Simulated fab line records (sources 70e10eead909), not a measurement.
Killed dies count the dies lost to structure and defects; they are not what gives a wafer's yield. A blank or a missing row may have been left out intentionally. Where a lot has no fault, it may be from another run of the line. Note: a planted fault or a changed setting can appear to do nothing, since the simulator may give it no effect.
fab line records ; flow nandHarc
record lots=12; wafers=36; lastDay=24
route steps=1159 shown P_GATE@149
lots untouched by any fault: they come from a run of this same line in which no faults occurred
startH: hours from the record's opening day to when the first of the lot's shown wafers began ; waitH: time in hours since the lot's previous step ; " same as the row above ; L1.1+2: a row that stands for several wafers ; - no value present, or no start provided ; * or withheld: withheld ; < > ~ a bound
route shown NAME@n: names a module that has steps shown in the file, with the first one's number in the route ; usual: average and standard deviation across the fault-free wafers ; same: alike in all rows ; chamber/n: place in a boat ; sites: each site's reading ; _std_site: standard deviation of those values ; _edge_site: inner sites' mean taken away from outer sites' mean ; radiusMm: for every site, how far away it sits from the centre of the wafer ; mask NAME#n: copy n ; behind: the most recent tool/chamber to have shaped the wafer ; hold: the reason the lot was held/the length of the hold in hours/how it ended ; device: which transistor (n, p or np) failed to switch ; end of line: the tests these same wafers got at the end of their route ; where a step has no rows: the recipe by itself ; killed: the dies lost at the first sort to structure and to defects; this is not the yield of the wafer ; map: per-die view of a wafer (x killed, . not killed, _ where there is no die)
set.NAME: the setting as run; set.NAME@STEP: as run at that earlier step ; model.NAME: the simulator's own value behind a step, which no gauge read
route steps across a sampled set of lots; one table per step, one row per wafer
services: the hour from which a tool's chamber was out of use, counted from the record's first day as startH (under 0 if before that day), plus the number of hours and why
## steps
# step NHARC_P_GATE_ETCH_32
# recipe targetDepthA=1500; overEtchFrac=1; overEtchIonEnergyEv=40; timeS=100.1; hbrFlowSccm=150; cl2FlowSccm=50; rfW=400; icpW=400; biasW=100; chemistry=HBr/Cl2
# usual drypumpMotorCurrentA=5.6/0.4; hbrFlowSccm=150.0/0.42; oesProductAu=0.998/0.0099; throttleValvePct=26.406/0.0087
lot.wafer;tool;chamber;startH;waitH;drypumpMotorCurrentA;hbrFlowSccm;oesProductAu;rfHoursCounterH;throttleValvePct
L905.1;rieSi-04;2;88.59;-;4.9;150.1;1.011;1.3;26.413
L905.2;rieSi-04;3;88.59;-;5.5;150.3;1.007;1.2;26.415
L905.3;rieSi-04;1;88.59;-;5.7;150.4;0.999;1.3;26.404
L906.4;rieSi-01;0;88.91;-;5.8;149.5;0.990;1.5;26.395
L906.2;rieSi-01;1;88.91;-;5.8;150.1;0.996;1.4;26.407
L906.1;rieSi-01;2;88.91;-;5.1;150.3;0.994;1.3;26.405
L907.1;rieSi-01;1;101.40;-;5.8;149.2;0.998;1.6;26.410
L907.3;rieSi-01;3;101.40;-;6.4;150.5;0.991;1.4;26.388
L907.6;rieSi-01;2;101.40;-;5.1;149.5;0.994;-;26.415
L909.3;rieSi-01;3;116.99;-;6.3;150.0;0.986;1.6;26.403
L909.2;rieSi-01;2;116.99;-;5.0;150.5;0.977;1.7;26.420
L909.6;rieSi-01;3;116.99;-;6.3;149.3;0.991;-;26.399
L911.4;rieSi-04;0;129.88;-;5.5;150.0;1.016;0.2;26.413
L911.1;rieSi-04;1;129.88;-;5.8;150.8;1.018;0.1;26.416
L911.6;rieSi-04;0;129.88;-;5.6;149.6;1.000;-;26.400
L914.1;rieSi-02;2;142.38;-;5.6;150.0;1.000;0.9;26.396
L914.3;rieSi-02;3;142.38;-;5.4;150.1;0.987;0.9;26.394
L914.6;rieSi-02;2;142.38;-;5.6;149.9;0.995;-;26.398
L921.1;rieSi-02;3;185.22;-;5.4;150.4;0.981;1.3;26.404
L921.2;rieSi-02;1;185.22;-;6.3;149.6;0.986;1.2;26.404
L921.5;rieSi-02;3;185.22;-;5.4;150.4;0.988;-;26.399
L922.4;rieSi-04;0;191.09;-;5.5;149.4;1.009;0.8;26.412
L922.2;rieSi-04;2;191.09;-;4.9;150.3;0.995;0.7;26.412
L922.6;rieSi-04;3;191.09;-;5.5;149.7;1.009;-;26.395
L924.2;rieSi-02;0;200.56;-;5.6;150.7;0.995;1.3;26.399
L924.6;rieSi-02;3;200.56;-;5.4;150.9;0.983;-;26.407
L924.5;rieSi-02;0;200.56;-;5.6;150.3;0.995;-;26.398
L925.4;rieSi-04;2;207.65;-;4.9;149.9;0.995;0.9;26.423
L925.5;rieSi-04;1;207.65;-;5.7;150.3;1.006;-;26.394
L925.6;rieSi-04;2;207.65;-;4.9;150.3;0.999;-;26.397
L927.4;rieSi-01;2;218.32;-;5.1;150.5;1.003;0.8;26.409
L927.5;rieSi-01;3;218.32;-;6.3;150.0;0.996;-;26.414
L927.6;rieSi-01;0;218.32;-;5.7;150.0;1.013;-;26.403
L926.1;rieSi-04;0;218.50;-;5.6;150.0;0.996;1.1;26.385
L926.2;rieSi-04;1;218.50;-;5.8;150.8;0.998;1.1;26.394
L926.5;rieSi-04;2;218.50;-;4.9;149.6;0.996;-;26.406
# step NHARC_P_GATE_STRIP_76
# recipe powerW=1500; tempC=250; chemistry=O2
# usual drypumpMotorCurrentA=5.49/0.26; heaterPowerW=360/12; tempC=249.98/0.17
lot.wafer;tool;chamber;startH;waitH;drypumpMotorCurrentA;heaterPowerW;rfHoursCounterH;tempC
L905.2;plasmaAsher-02;1;102.87;0.2;5.24;348;30;249.86
L905.1;plasmaAsher-02;0;102.87;0.2;5.69;372;30;249.88
L905.3;plasmaAsher-02;0;102.87;0.2;5.70;375;-;249.77
L906.1;plasmaAsher-02;1;103.20;0.2;5.29;345;30;250.22
L906.2;plasmaAsher-02;0;103.20;0.2;5.66;379;30;250.10
L906.4;plasmaAsher-02;1;103.20;0.2;5.28;344;-;250.22
L907.1;plasmaAsher-02;0;115.20;0.2;5.68;372;36;249.96
L907.3;plasmaAsher-02;1;115.20;0.2;5.25;343;-;249.98
L907.6;plasmaAsher-02;1;115.20;0.2;5.26;349;-;250.04
L909.2;plasmaAsher-02;1;130.96;0.2;5.30;356;40;249.99
L909.3;plasmaAsher-02;0;130.96;0.2;5.68;377;-;250.25
L909.6;plasmaAsher-02;1;130.96;0.2;5.27;352;-;249.98
L911.1;plasmaAsher-02;0;143.95;0.2;5.66;370;45;249.71
L911.4;plasmaAsher-02;1;143.95;0.2;5.29;353;-;249.96
L911.6;plasmaAsher-02;1;143.95;0.2;5.28;352;-;249.66
L914.1;plasmaAsher-02;0;156.43;0.2;5.69;375;50;250.10
L914.3;plasmaAsher-02;0;156.43;0.2;5.66;362;-;249.85
L914.6;plasmaAsher-02;1;156.43;0.2;5.28;353;-;250.15
L921.1;plasmaAsher-01;1;200.64;0.2;5.84;366;33;249.86
L921.2;plasmaAsher-01;0;200.64;0.2;5.19;346;33;250.02
L921.5;plasmaAsher-01;0;200.64;0.2;5.18;346;-;249.83
L922.2;plasmaAsher-02;1;205.00;0.2;5.29;357;1;250.24
L922.4;plasmaAsher-02;0;205.00;0.2;5.66;366;-;249.90
L922.6;plasmaAsher-02;1;205.00;0.2;5.27;370;-;250.33
L924.2;plasmaAsher-02;1;214.42;0.2;5.26;349;4;249.71
L924.5;plasmaAsher-02;0;214.42;0.2;5.68;362;-;250.13
L924.6;plasmaAsher-02;1;214.42;0.2;5.29;362;-;249.89
L925.4;plasmaAsher-01;1;221.44;0.1;5.89;360;-;249.82
L925.6;plasmaAsher-01;0;221.44;0.1;5.19;336;-;249.87
L925.5;plasmaAsher-01;1;221.44;0.1;5.89;354;-;250.04
L927.4;plasmaAsher-02;0;232.36;0.1;5.68;354;-;249.92
L927.6;plasmaAsher-02;1;232.36;0.1;5.27;356;-;249.96
L927.5;plasmaAsher-02;0;232.36;0.1;5.68;369;-;249.85
L926.1;plasmaAsher-02;0;232.66;0.2;5.67;363;8;250.01
L926.2;plasmaAsher-02;1;232.66;0.2;5.28;365;8;249.99
L926.5;plasmaAsher-02;1;232.66;0.2;5.31;356;-;250.17
# step NHARC_P_GATE_EXPOSE_88
# recipe na=0.6; targetCdNm=2000; doseMj=11.87; maskId=P_HVN
# usual reticleTempC=23.00/0.11; stageVelMmS=500.00/0.22
lot.wafer;tool;chamber;startH;waitH;mask;reticleTempC;stageVelMmS
L905.1;krfScanner-03;0;103.63;-;P_HVN#0;23.07;499.94
L905.2;krfScanner-03;0;103.63;-;P_HVN#0;23.03;499.89
L905.3;krfScanner-03;0;103.63;-;P_HVN#0;23.05;499.89
L906.1;krfScanner-04;0;103.96;-;P_HVN#0;23.07;499.83
L906.2;krfScanner-04;0;103.96;-;P_HVN#0;23.18;499.92
L906.4;krfScanner-04;0;103.96;-;P_HVN#0;23.15;500.41
L907.1;krfScanner-04;0;115.83;-;P_HVN#0;22.96;499.83
L907.3;krfScanner-04;0;115.83;-;P_HVN#0;23.03;499.98
L907.6;krfScanner-04;0;115.83;-;P_HVN#0;23.02;499.36
L909.2;krfScanner-02;0;131.74;-;P_HVN#0;23.12;499.89
L909.3;krfScanner-02;0;131.74;-;P_HVN#0;22.93;499.97
L909.6;krfScanner-02;0;131.74;-;P_HVN#0;23.06;500.12
L911.1;krfScanner-03;0;144.71;-;P_HVN#0;23.11;500.16
L911.4;krfScanner-03;0;144.71;-;P_HVN#0;23.01;499.58
L911.6;krfScanner-03;0;144.71;-;P_HVN#0;23.05;500.04
L914.1;krfScanner-03;0;157.18;-;P_HVN_R1#0;23.01;500.04
L914.3;krfScanner-03;0;157.18;-;P_HVN_R1#0;23.08;499.96
L914.6;krfScanner-03;0;157.18;-;P_HVN_R1#0;23.12;499.98
L921.1;krfScanner-03;0;201.28;-;P_HVN#0;22.97;499.81
L921.2;krfScanner-03;0;201.28;-;P_HVN#0;22.82;499.91
L921.5;krfScanner-03;0;201.28;-;P_HVN#0;22.75;500.03
L922.2;krfScanner-03;0;205.78;-;P_HVN#0;23.11;499.91
L922.4;krfScanner-03;0;205.78;-;P_HVN#0;23.10;499.79
L922.6;krfScanner-03;0;205.78;-;P_HVN#0;23.05;500.02
L924.2;krfScanner-02;0;215.17;-;P_HVN#0;23.02;499.95
L924.5;krfScanner-02;0;215.17;-;P_HVN#0;22.97;500.02
L924.6;krfScanner-02;0;215.17;-;P_HVN#0;23.16;500.11
L925.4;krfScanner-03;0;222.19;-;P_HVN#0;23.10;500.04
L925.5;krfScanner-03;0;222.19;-;P_HVN#0;23.08;500.09
L925.6;krfScanner-03;0;222.19;-;P_HVN#0;23.05;500.12
L927.4;krfScanner-03;0;232.99;-;P_HVN#0;23.16;500.11
L927.5;krfScanner-03;0;232.99;-;P_HVN#0;23.02;500.06
L927.6;krfScanner-03;0;232.99;-;P_HVN#0;22.93;499.88
L926.1;krfScanner-04;0;233.43;-;P_HVN#0;23.08;500.16
L926.2;krfScanner-04;0;233.43;-;P_HVN#0;22.93;500.06
L926.5;krfScanner-04;0;233.43;-;P_HVN#0;22.89;499.78
# step NHARC_P_GATE_CD_MEAS_91
# recipe targetCdNm=2000; landingEnergyEv=500
# usual cdNm=1998.2/2.2
lot.wafer;tool;chamber;startH;waitH;cdNm
L905.1;cdSem-02;0;103.79;-;1998.9
L905.2;cdSem-02;0;103.79;-;1997.5
L905.3;cdSem-02;0;103.79;-;1998.6
L906.1;cdSem-03;0;104.12;-;2000.3
L906.2;cdSem-03;0;104.12;-;1996.3
L906.4;cdSem-03;0;104.12;-;1998.8
L907.1;cdSem-03;0;115.98;-;2001.8
L907.3;cdSem-03;0;115.98;-;1999.6
L907.6;cdSem-03;0;115.98;-;1997.9
L909.2;cdSem-02;0;131.89;-;1994.2
L909.3;cdSem-02;0;131.89;-;1999.1
L909.6;cdSem-02;0;131.89;-;1996.2
L911.1;cdSem-02;0;144.87;-;2002.1
L911.4;cdSem-02;0;144.87;-;1999.9
L911.6;cdSem-02;0;144.87;-;1996.7
L914.1;cdSem-03;0;157.34;-;1965.4
L914.3;cdSem-03;0;157.34;-;1966.9
L914.6;cdSem-03;0;157.34;-;1969.5
L921.1;cdSem-03;0;201.43;-;1999.9
L921.2;cdSem-03;0;201.43;-;1998.2
L921.5;cdSem-03;0;201.43;-;1996.0
L922.2;cdSem-03;0;205.94;-;1995.6
L922.4;cdSem-03;0;205.94;-;1997.7
L922.6;cdSem-03;0;205.94;-;1999.5
L924.2;cdSem-02;0;215.33;-;1998.4
L924.5;cdSem-02;0;215.33;-;1999.0
L924.6;cdSem-02;0;215.33;-;1995.6
L925.4;cdSem-03;0;222.34;-;1997.3
L925.5;cdSem-03;0;222.34;-;1994.2
L925.6;cdSem-03;0;222.34;-;1998.4
L927.4;cdSem-03;0;233.14;-;2000.6
L927.5;cdSem-03;0;233.14;-;1997.0
L927.6;cdSem-03;0;233.14;-;1998.3
L926.1;cdSem-03;0;233.59;-;1991.4
L926.2;cdSem-03;0;233.59;-;1996.6
L926.5;cdSem-03;0;233.59;-;1997.1
# step NHARC_P_GATE_RTA_82
# recipe tempC=450; timeS=30
# usual lampPowerPct=3.8/0.39; wafer_temp_C_max=452.9/0.67
lot.wafer;tool;chamber;startH;waitH;lampPowerPct;wafer_temp_C_max
L905.1;rtpAnneal-01;0;106.89;-;3.5;452.2
L905.2;rtpAnneal-01;0;106.89;-;3.5;452.7
L905.3;rtpAnneal-01;0;106.89;-;3.5;452.0
L906.1;rtpAnneal-01;0;107.57;-;3.5;452.1
L906.2;rtpAnneal-01;0;107.57;-;3.5;452.5
L906.4;rtpAnneal-01;0;107.57;-;3.5;453.0
L907.1;rtpAnneal-02;0;118.89;-;4.3;453.0
L907.3;rtpAnneal-02;0;118.89;-;4.3;452.7
L907.6;rtpAnneal-02;0;118.89;-;4.3;453.1
L909.2;rtpAnneal-02;0;134.94;-;4.3;453.2
L909.3;rtpAnneal-02;0;134.94;-;4.3;454.2
L909.6;rtpAnneal-02;0;134.94;-;4.3;452.7
L911.1;rtpAnneal-02;0;147.77;-;4.3;453.5
L911.4;rtpAnneal-02;0;147.77;-;4.3;453.2
L911.6;rtpAnneal-02;0;147.77;-;4.3;453.2
L914.1;rtpAnneal-01;0;160.40;-;3.5;452.2
L914.3;rtpAnneal-01;0;160.40;-;3.5;452.9
L914.6;rtpAnneal-01;0;160.40;-;3.5;452.5
L921.1;rtpAnneal-01;0;204.34;-;3.5;452.0
L921.2;rtpAnneal-01;0;204.34;-;3.5;452.0
L921.5;rtpAnneal-01;0;204.34;-;3.5;452.4
L922.2;rtpAnneal-02;0;209.39;-;4.3;453.2
L922.4;rtpAnneal-02;0;209.39;-;4.3;453.6
L922.6;rtpAnneal-02;0;209.39;-;4.3;452.5
L924.2;rtpAnneal-02;0;218.81;-;4.3;453.2
L924.5;rtpAnneal-02;0;218.81;-;4.3;453.1
L924.6;rtpAnneal-02;0;218.81;-;4.3;453.3
L925.4;rtpAnneal-01;0;225.56;-;3.5;452.2
L925.5;rtpAnneal-01;0;225.56;-;3.5;452.2
L925.6;rtpAnneal-01;0;225.56;-;3.5;451.8
L927.4;rtpAnneal-02;0;236.15;-;4.3;453.4
L927.5;rtpAnneal-02;0;236.15;-;4.3;453.0
L927.6;rtpAnneal-02;0;236.15;-;4.3;453.1
L926.1;rtpAnneal-02;0;236.81;-;4.3;453.4
L926.2;rtpAnneal-02;0;236.81;-;4.3;453.6
L926.5;rtpAnneal-02;0;236.81;-;4.3;455.3
## services
tool;chamber;startH;hours;kind
krfScanner-03;-;75.17;2.6;repair
krfScanner-02;-;88.08;4.1;repair
plasmaAsher-02;-;89.74;0.6;repair
rieSi-04;-;99.00;9.0;pm
plasmaAsher-01;-;99.20;9.0;pm
plasmaAsher-01;-;116.42;2.0;repair
rieSi-01;2;122.28;6.0;repair
krfScanner-04;-;126.00;4.0;pm
rieSi-01;-;127.00;9.0;pm
rieSi-04;0;143.38;7.0;repair
krfScanner-03;-;168.00;4.0;pm
rieSi-04;2;171.38;7.7;repair
krfScanner-04;-;171.87;2.7;repair
plasmaAsher-02;-;183.30;9.0;pm
plasmaAsher-02;0;183.30;9.0;ventCycle
plasmaAsher-02;1;183.30;9.0;ventCycle
krfScanner-04;-;186.65;0.7;repair
rieSi-04;-;187.52;1.6;repair
plasmaAsher-02;-;193.21;9.6;repair
rieSi-01;-;198.36;0.3;repair
krfScanner-02;-;210.00;4.0;pm
rieSi-02;-;211.00;9.0;pm
plasmaAsher-02;-;217.97;6.6;repair
rieSi-01;2;220.31;7.5;repair
## key
firstSign step=NHARC_P_GATE_EXPOSE_88; reading=mask; direction=changed
effect step=NHARC_P_GATE_CD_MEAS_91; reading=cdNm; direction=down; sigmas=14; usual=1998.2; struck=1967.3
metAt NHARC_P_GATE_EXPOSE_88
struckLots L914
testerLeftOut L914
notActingAt NHARC_P_GATE_ETCH_32,NHARC_P_GATE_STRIP_76,NHARC_P_GATE_RTA_82
onsetBetween 144.71 157.18
fault kind=wrongMask; tool=any; chamber=-; onsetH=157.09; steps=NHARC_P_GATE_EXPOSE_88; auxCopy=P_HVN_R1#0; cdOffsetNm=-31.019; scope=struckLotsOnly
# testerLeftOut: of these lots the tester's yield and bins aren't shown, on N5 and GAA mostly nor the transistor test; their killed dies are dies lost to structure and defects alone, not to doping, threshold or leakage, so they don't give the yield
